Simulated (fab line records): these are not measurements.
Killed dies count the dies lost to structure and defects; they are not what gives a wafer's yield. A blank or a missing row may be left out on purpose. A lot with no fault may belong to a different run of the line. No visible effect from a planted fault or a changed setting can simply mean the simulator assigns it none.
Comparing a struck lot with a sound one -- flow n5-finfet -- 15 out of 1938 route steps
Sound: the wafers L769.1, L769.2, L769.4. Struck: wafer L775.5 (left out: L775.3, a lot-mate that was not struck); the cause follows at the end.
For every step that has rows: the tool of each side, followed by ch and its chambers, followed by its first start. Under that, the readings that differ: sound wafers -- struck wafers -- difference of the means -- sigmas: that difference in standard deviations of wafers without a fault.
alike: readings with means less than 2 such deviations apart, plus words and numbers identical on both sides. not compared: withheld readings, readings lacking a value on some wafer, bounds such as >300 that could conceal the same value, and numbers that have no deviation in the record and whose values overlap.
The two part at a step that has a row with sigmas, a row that says differs or no value, or rows on one side only. Numbers that don't overlap but have no deviation are shown without sigmas and don't part them. Lack of a reading on every wafer of one side parts them only where that side has two or more wafers.

first, 7 steps without rows for these wafers: N5_FIN_CUT_COAT_29 (time 60 s, resist thk 10 nm); N5_FIN_CUT_COAT_02 (resist thk 30 nm); N5_FIN_CUT_EBR_04; N5_FIN_CUT_SOFTBAKE_03 (time 60 s); N5_FIN_CUT_EXPOSE_05 (exposes mask FIN CUT); N5_FIN_CUT_PEB_06 (peb time 60 s); N5_FIN_CUT_DEVELOP_07 (develop time 30 s).
N5_FIN_CUT_CD_MEAS_08: the cd target is 29.1 nm.
  sound on cd-sem-03 ch 0, day 5 10:49; struck on cd-sem-02 ch 0, day 6 22:36
  alike: cd-nm
N5_FIN_CUT_OVL_MEAS_09:
  sound on overlay-01 ch 0, day 5 10:51; struck on overlay-02 ch 0, day 6 22:38
  alike: FIN_CUT_OVL
N5_FIN_CUT_INSPECT_10: inspects for defects (brightfield).
  struck on defect-inspect-02, day 6 22:41; sound on defect-inspect-02, day 5 10:55
  alike: raw-defect-count
N5_FIN_CUT_DESCUM_13: chemistry O2, time 7 s.
  sound on rie-diel-03 ch 0,1,3, day 5 10:56; struck on rie-diel-05 ch 2, day 6 22:43
reading,sound,struck,difference,sigmas
drypump-motor-current-A (A),5.4 5.5 5.4,6.4,+1.0,+2
throttle-valve-pct (%),20.35 20.33 20.22,20.79,+0.49,+2
  alike: oes-product-au, rf-fwd-power-W, rf-vpp-V, showerhead-plenum-p-Torr
  not compared: rf-hours-counter-h
N5_FIN_CUT_ETCH_30: etches underlayer in N2/H2, target depth 13 nm, time 10.4 s.
  sound on rie-diel-03 ch 0,1,3, day 5 10:59; struck on rie-diel-05 ch 2, day 6 22:46
reading,sound,struck,difference,sigmas
drypump-motor-current-A (A),5.4 5.5 5.4,6.4,+1.0,+2
  alike: etch-rf-on-time-s, oes-product-au, rf-fwd-power-W, rf-vpp-V, showerhead-plenum-p-Torr, throttle-valve-pct
  not compared: rf-hours-counter-h
N5_FIN_CUT_ETCH_20: etches SiARC in CF4, target depth 26 nm, time 43.3 s.
  sound on rie-diel-03 ch 0,1,3, day 5 11:00; struck on rie-diel-05 ch 2, day 6 22:47
reading,sound,struck,difference,sigmas
etch-rf-on-time-s (s),43.9 43.2 42.9,26.5,-16.8,-25
oes-product-au (a.u.),0.62 0.71 0.71,0.81,+0.13,+2
throttle-valve-pct (%),15.60 15.41 15.42,15.91,+0.43,+2
  alike: drypump-motor-current-A, mfc-ar-sccm, rf-fwd-power-W, rf-vpp-V, showerhead-plenum-p-Torr
  not compared: rf-hours-counter-h
N5_FIN_CUT_ETCH_21: etches SOC in N2/H2, target depth 219 nm, overetch 43.8 nm, time 523.5 s.
  sound on rie-diel-03 ch 0,1,3, day 5 11:02; struck on rie-diel-05 ch 2, day 6 22:49
  alike: drypump-motor-current-A, oes-product-au, rf-fwd-power-W, rf-vpp-V, showerhead-plenum-p-Torr, throttle-valve-pct
  not compared: rf-hours-counter-h
-- record jumps: 6 days separate the struck wafers' starts on either side; left off in module FIN_CUT, taken up again in module BEOL_M4, whose first shown step is the route's number 1111 --
N5_BEOL_M4_RC_MEAS_101:
  sound on prober-01 ch 0, day 11 04:12; struck on prober-01 ch 0, day 12 16:44
  alike: DIBL_N, DIBL_P, IOFF_N, IOFF_P, ION_N, ION_P, SS_N, SS_P, VT_N, VT_P

## WHERE THEY PART
At N5_FIN_CUT_DESCUM_13 first; at N5_FIN_CUT_ETCH_20 last (within this record only). Later steps at which nothing parts them and some readings are alike: N5_FIN_CUT_ETCH_21, N5_BEOL_M4_RC_MEAS_101.

WHY: what had been put in by the simulator
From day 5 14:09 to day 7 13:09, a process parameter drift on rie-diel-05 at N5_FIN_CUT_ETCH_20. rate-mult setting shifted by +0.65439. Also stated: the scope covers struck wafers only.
